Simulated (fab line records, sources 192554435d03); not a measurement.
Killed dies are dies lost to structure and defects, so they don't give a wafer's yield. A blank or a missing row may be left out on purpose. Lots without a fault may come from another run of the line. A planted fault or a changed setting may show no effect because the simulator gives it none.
Chamber matching | flow n5_finfet | N5_BEOL_M3_VIA_ETCH_34 on rie_diel-06: 4 sister chambers
The step etches the open film in C4F6/O2, target depth 69.4 nm, time 65.9 s. 18 wafers are shown with their chamber, then 9 later ones without.

WAFERS WITH THEIR CHAMBER
wafer  | chamber | rf_vpp_V (V) | drypump_motor_current_A (A) | showerhead_plenum_p_Torr (Torr)
L074.3 | 0       | 649          | 6.3                         | 2.85
L074.4 | 3       | 677          | 5.4                         | 2.78
L074.6 | 2       | 636          | 5.2                         | 2.93
L075.1 | 0       | 648          | 6.2                         | 2.85
L075.3 | 1       | 660          | 5.5                         | 2.90
L075.6 | 3       | 678          | 5.4                         | 2.78
L078.2 | 3       | 678          | 5.4                         | 2.78
L078.4 | 2       | 635          | 5.2                         | 2.92
L078.6 | 3       | 676          | 5.4                         | 2.78
L083.2 | 2       | 636          | 5.2                         | 2.92
L083.3 | 0       | 649          | 6.2                         | 2.84
L083.4 | 1       | 660          | 5.5                         | 2.89
L084.2 | 2       | 636          | 5.2                         | 2.92
L084.4 | 1       | 660          | 5.5                         | 2.89
L084.5 | 3       | 679          | 5.4                         | 2.78
L088.3 | 2       | 636          | 5.2                         | 2.92
L088.5 | 1       | 661          | 5.4                         | 2.89
L088.6 | 0       | 648          | 6.3                         | 2.84

SIGNATURES (means of the wafers above)
reading                  | chamber 0 | chamber 1 | chamber 2 | chamber 3 | scatter within a chamber
rf_vpp_V                 | 648.50    | 660.25    | 635.80    | 677.60    | 0.744
drypump_motor_current_A  | 6.250     | 5.475     | 5.200     | 5.400     | 0.0354
showerhead_plenum_p_Torr | 2.8450    | 2.8925    | 2.9220    | 2.7800    | 0.00427
Rule: a wafer's distance from a chamber is the root of the sum, over the readings, of the square of ((its reading less the chamber's mean) divided by the reading's scatter). The wafer belongs to the nearest chamber; if the next one is less than 2 further off, it can't be placed. The scatter: the root of (the sum of the squares of (reading less its chamber's mean) over the shown wafers, divided by (wafers less chambers)).

WAFERS WITHOUT THEIR CHAMBER
wafer  | rf_vpp_V (V) | drypump_motor_current_A (A) | showerhead_plenum_p_Torr (Torr)
L089.2 | 660          | 5.5                         | 2.89
L089.4 | 648          | 6.2                         | 2.84
L089.6 | 648          | 6.2                         | 2.84
L087.2 | 647          | 6.3                         | 2.84
L087.3 | 678          | 5.4                         | 2.77
L087.5 | 648          | 6.2                         | 2.84
L092.1 | 678          | 5.4                         | 2.77
L092.4 | 660          | 5.5                         | 2.89
L092.6 | 648          | 6.2                         | 2.83

WHICH CHAMBER EACH WENT THROUGH
wafer  | from the rows above | in truth
L089.2 | 1                   | 1
L089.4 | 0                   | 0
L089.6 | 0                   | 0
L087.2 | 0                   | 0
L087.3 | 3                   | 3
L087.5 | 0                   | 0
L092.1 | 3                   | 3
L092.4 | 1                   | 1
L092.6 | 0                   | 0
Placed correctly: 9 of 9. Can't be placed from these rows: 0. Placed wrongly: 0.
